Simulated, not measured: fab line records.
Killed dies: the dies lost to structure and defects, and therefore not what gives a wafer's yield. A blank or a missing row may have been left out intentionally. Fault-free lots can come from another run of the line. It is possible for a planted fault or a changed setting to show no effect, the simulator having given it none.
8D (eight disciplines) problem report, filled in by code | flow nand harc | the parts of the form that need people (team, actions taken, sign-off) are left out

1. THE ISSUE
Mean of run length s at NHARC_A_SLIT_ETCH_15: 1227.1 s across 2 wafers in 2 lots; on wafers with no fault it is 1633.2 s (standard deviation 0.56). So: -99 or more standard deviations from the usual mean.
The step: etches the open film in O2/COS, target depth 6200 nm, time 1612 s.
Seen first at day 26 10:18 on rie diel-09, wafer L355.5. The record has a number at this step for 18 wafers belonging to 6 lots. Rule for "out" (also "out of limits"): further than 4 standard deviations from the usual mean. The other wafers with a number count as sound.

2. WHAT THIS IS AND IS NOT
question                    | is                | is not
which readings at this step | run length s      | chamber pressure mTorr, cos flow sccm, drypump motor current A, oes product au, rf vpp V, showerhead plenum p Torr, throttle valve pct
which lots                  | L355, L356        | L341, L349, L362, L363
which wafers of those lots  | L355.5, L356.4    | L355.3, L355.6, L356.1, L356.6
read on which tools         | rie diel-09       | rie diel-03, rie diel-11
when                        | from day 26 10:18 | up to then (8 sound wafers); but 8 sound wafers of L356, L362, L363 came after

3. SUSPECTS, AND WHAT RULES EACH OUT
Counting: any tool at a process step up to the reading remains a suspect provided it ran every lot that is out. Sound lots after the first of them don't rule it out here, since some wafers of a struck lot are sound.
- rie diel-09 at NHARC_A_SLIT_DESCUM_14 (chemistry O2, time 3 s): kept. Every lot that is out went through it, the first being L355 (day 26 09:58); the last sound lot it ran before that was L341 (day 19 21:59).
- rie diel-09 at NHARC_A_SLIT_ETCH_24 (etches the open film in CF4/CHF3, target depth 121 nm, time 60.5 s): kept. Every lot that is out went through it, the first being L355 (day 26 10:03); the last sound lot it ran before that was L341 (day 19 22:04).
- rie diel-09 at NHARC_A_SLIT_ETCH_15 (etches the open film in O2/COS, target depth 6200 nm, time 1612 s): kept. Every lot that is out went through it, the first being L355 (day 26 10:18); the last sound lot it ran before that was L341 (day 19 22:16). On those wafers its own readings are out: run length s.
The count leaves rie diel-09 at NHARC_A_SLIT_DESCUM_14, rie diel-09 at NHARC_A_SLIT_ETCH_24, and rie diel-09 at NHARC_A_SLIT_ETCH_15.

4. THE CAUSE (what the simulator had put in)
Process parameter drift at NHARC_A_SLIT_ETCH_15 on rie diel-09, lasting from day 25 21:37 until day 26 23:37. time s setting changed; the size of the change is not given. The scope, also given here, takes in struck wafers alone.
Of the 3 suspects that counting leaves, this tool is one.

5. SEQUENCE OF EFFECTS, ordered by route
One row per reading whose mean, taken over the struck wafers that have a number, lies over 3 standard deviations from the usual. Only readings for which the record gives a usual standard deviation are gone through. hours: the time from each lot's start at the first step in this table that gives one to its start at this step, as a median over the lots. sigmas: the change in usual standard deviations.
hours | step                 | reading      | usual    | on struck wafers | change | sigmas
0     | NHARC_A_SLIT_ETCH_15 | run length s | 1633.2 s | 1227.1           | -406.1 | -99 or more
The process steps in it:
- NHARC_A_SLIT_ETCH_15: etches the open film in O2/COS, target depth 6200 nm, time 1612 s.
Readings that are blank on the struck wafers while sound wafers have them: bias w at NHARC_A_SLIT_ETCH_15.

6. WHAT WOULD HAVE CAUGHT IT SOONER
In this record no reading fell out of limits until day 26 10:18, 13 hours after the fault had begun at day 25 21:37.
